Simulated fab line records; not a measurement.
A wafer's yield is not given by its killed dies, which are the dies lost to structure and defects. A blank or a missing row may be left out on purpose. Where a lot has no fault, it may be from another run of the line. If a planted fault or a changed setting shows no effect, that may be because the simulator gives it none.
One fault seen from 3 desks ; flow nand-harc ; every desk sees just its own numbers, and what lay behind them comes last

METROLOGY DESK
Lot by lot, what the gauges showed, no matter which tool ran the lot: averages of those sampled wafers that carry a number. The brackets show how far a lot's mean lies from the usual mean; more than 4 standard deviations puts the lot out of limits, marked OUT.
Columns: A = thk-nm at NHARC_A_ONON_D1_THK_MEAS_21, usual 1000 nm
lot;first seen here;A
L744;day 8 04:52;996
L747;day 9 10:13;1015
L750;day 10 15:58;997
L753;day 11 19:22;1002
L755;day 12 16:22;1005
L756;day 13 01:32;1006
L757;day 13 10:32;995
L760;day 14 20:32;1003
L762;day 15 13:38;991
L761;day 15 13:40;1000
L763;day 16 06:48;990
L764;day 16 18:41;994
L765;day 16 18:42;993
L767;day 17 18:41;989
This desk's verdict: no lot among the 14 shows anything out of limits.

THE DEFECT DESK
Per lot, the means of the sampled wafers with a number show what the inspections along the route counted. The brackets show how far a lot's mean lies from the usual mean; more than 4 standard deviations puts the lot out of limits, marked OUT.
Columns: A = raw-defect-count at NHARC_A_CHANNEL_HOLE_D1_INSPECT_12, usual 4.7
lot;first seen here;A
L744;day 8 11:35;5.3
L747;day 9 15:19;5.3
L750;day 10 20:53;7.7
L753;day 12 00:26;3.7
L755;day 12 23:52;2.7
L756;day 13 07:28;6.0
L757;day 13 18:02;5.0
L760;day 15 01:34;4.7
L761;day 15 18:37;4.0
L762;day 15 18:48;4.7
L763;day 16 12:19;4.7
L764;day 17 06:55;4.0
L765;day 17 07:04;5.0
L767;day 18 00:37;5.0
This desk's verdict: no lot among the 14 shows anything out of limits.

FOR THE TOOL OWNER'S DESK: pecvd-03
The tool's own readings at NHARC_A_CHANNEL_HOLE_D1_DEP_01 (deposits SiON, target thk 140 nm): means of the sampled wafers that have a number, for each lot that ran on this tool. The brackets show how far a lot's mean lies from the usual mean; more than 4 standard deviations puts the lot out of limits, marked OUT.
Columns: A = chamber-pressure-Torr at NHARC_A_CHANNEL_HOLE_D1_DEP_01, usual 3.500 Torr; B = heater-power-outer-w at NHARC_A_CHANNEL_HOLE_D1_DEP_01, usual 437 W; C = heater-power-w at NHARC_A_CHANNEL_HOLE_D1_DEP_01, usual 716 W
lot;first seen here;A;B;C
L762;day 15 17:52;3.504;437;704
L764;day 17 06:07;3.498;445;726
This desk's verdict: no lot among the 2 shows anything out of limits.

TAKEN TOGETHER
At the metrology desk, nothing out of limits was observed.
Nothing out of limits was seen by the defect desk.
Nothing out of limits was seen by the tool owner's desk.

WHAT THE SIMULATOR HAD PUT IN
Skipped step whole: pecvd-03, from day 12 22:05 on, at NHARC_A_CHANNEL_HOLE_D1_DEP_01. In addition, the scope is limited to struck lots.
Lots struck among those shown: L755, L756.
